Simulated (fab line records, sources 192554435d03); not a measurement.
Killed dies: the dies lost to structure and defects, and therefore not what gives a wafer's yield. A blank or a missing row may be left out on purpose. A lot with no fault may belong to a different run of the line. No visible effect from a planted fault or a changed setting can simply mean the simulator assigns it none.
The same fault as seen by 3 desks + flow n5 finfet + numbers are kept per desk, each desk with only its own; the story behind them comes last

THE METROLOGY DESK
Lot by lot, what the gauges showed, no matter which tool ran the lot: averages of those sampled wafers that carry a number. Any lot whose mean is over 4 standard deviations away from the usual mean is out of limits and marked OUT; that distance is given in the brackets. It has 25 readings; the 7 that lie furthest out on some lot are the ones shown.
Columns: A = M15_THK at N5_BEOL_M15_THK_MEAS_50, usual 826 nm; B = COMB_M11 at N5_BEOL_M15_RC_MEAS_101, usual 1.5e-11 S/m; C = COMB_M15 at N5_BEOL_M15_RC_MEAS_101, usual 2.7e-12 S/m; D = COMB_M5 at N5_BEOL_M15_RC_MEAS_101, usual 3.5e-11 S/m; E = COMB_M8 at N5_BEOL_M15_RC_MEAS_101, usual 2.6e-11 S/m; F = COMB_M9 at N5_BEOL_M15_RC_MEAS_101, usual 1.5e-11 S/m; G = SERP_M5 at N5_BEOL_M15_RC_MEAS_101, usual 38.8 ohm/um
| lot  | first seen here | A   | B       | C       | D       | E       | F       | G    |
|------|-----------------|-----|---------|---------|---------|---------|---------|------|
| L397 | day 12 07:34    | 848 | 1.2e-11 | 2.9e-12 | 3.0e-11 | 2.5e-11 | 1.2e-11 | 38.8 |
| L398 | day 12 18:32    | 809 | 1.4e-11 | 3.8e-12 | 4.2e-11 | 3.2e-11 | 2.1e-11 | 38.5 |
| L409 | day 16 02:04    | 819 | 1.8e-11 | 4.3e-12 | 3.7e-11 | 2.7e-11 | 1.6e-11 | 39.9 |
| L410 | day 16 17:53    | 826 | 1.3e-11 | 2.0e-12 | 2.9e-11 | 2.2e-11 | 1.8e-11 | 35.8 |
| L413 | day 16 22:07    | 816 | 2.1e-11 | 4.9e-12 | 5.3e-11 | 3.7e-11 | 1.4e-11 | 37.2 |
| L415 | day 18 04:55    | 856 | 1.3e-11 | 3.6e-12 | 3.3e-11 | 3.0e-11 | 2.0e-11 | 38.9 |
This desk's verdict: no lot among the 6 shows anything out of limits.

THE DEFECT DESK
Lot by lot, what the route's inspections counted, given as the mean of those sampled wafers with a number. Any lot whose mean is over 4 standard deviations away from the usual mean is out of limits and marked OUT; that distance is given in the brackets.
Columns: A = raw defect count at N5_BEOL_M15_INSPECT_55, usual 62
| lot  | first seen here | A  |
|------|-----------------|----|
| L397 | day 12 07:44    | 89 |
| L398 | day 12 18:41    | 56 |
| L409 | day 16 02:13    | 70 |
| L410 | day 16 18:02    | 52 |
| L413 | day 16 22:17    | 79 |
| L415 | day 18 05:04    | 79 |
This desk's verdict: no lot among the 6 shows anything out of limits.

FOR THE TOOL OWNER'S DESK: pvd sputter-03
At N5_MIM_BOT_SPUTTER_00 (material TiN, target thk 35 nm, time 89.7 s) the tool's own readings: per lot run on this tool, the mean of the sampled wafers that have a number. Any lot whose mean is over 4 standard deviations away from the usual mean is out of limits and marked OUT; that distance is given in the brackets.
Columns: A = chamber pressure pa at N5_MIM_BOT_SPUTTER_00, usual 0.5000 Pa; B = throttle valve pct at N5_MIM_BOT_SPUTTER_00, usual 29.9 %
| lot  | first seen here | A                 | B    |
|------|-----------------|-------------------|------|
| L397 | day 12 09:19    | 0.5010            | 30.5 |
| L409 | day 16 07:27    | 0.5067 (+6.1) OUT | 29.9 |
| L410 | day 16 20:22    | 0.5064 (+5.8) OUT | 29.8 |
This desk's finding: out of limits on L409, L410; first on L409, day 16 07:27 (chamber pressure pa at N5_MIM_BOT_SPUTTER_00). In limits: L397.

PUT TOGETHER
The tool owner's desk had the chance to raise an alarm at day 16 07:27 on L409, L410.
From the metrology desk's view, nothing was out of limits.
No out-of-limits result turned up at the defect desk.
The metrology desk holds a record of L409, L410, inside its limits.
The defect desk has L409, L410 on record, within its limits.
All the named lots went through N5_MIM_BOT_SPUTTER_00 on pvd sputter-03.

WHAT HAD BEEN PUT IN BY THE SIMULATOR
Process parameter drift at N5_MIM_BOT_SPUTTER_00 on pvd sputter-03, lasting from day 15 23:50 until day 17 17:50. A move of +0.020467 in setting chamber pressure pa, from 0.49996. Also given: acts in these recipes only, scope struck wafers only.
Shown lots that were struck: L409, L410.
Delay in hours, fault start to first out-of-limits reading, by desk: the tool owner's desk at 8.
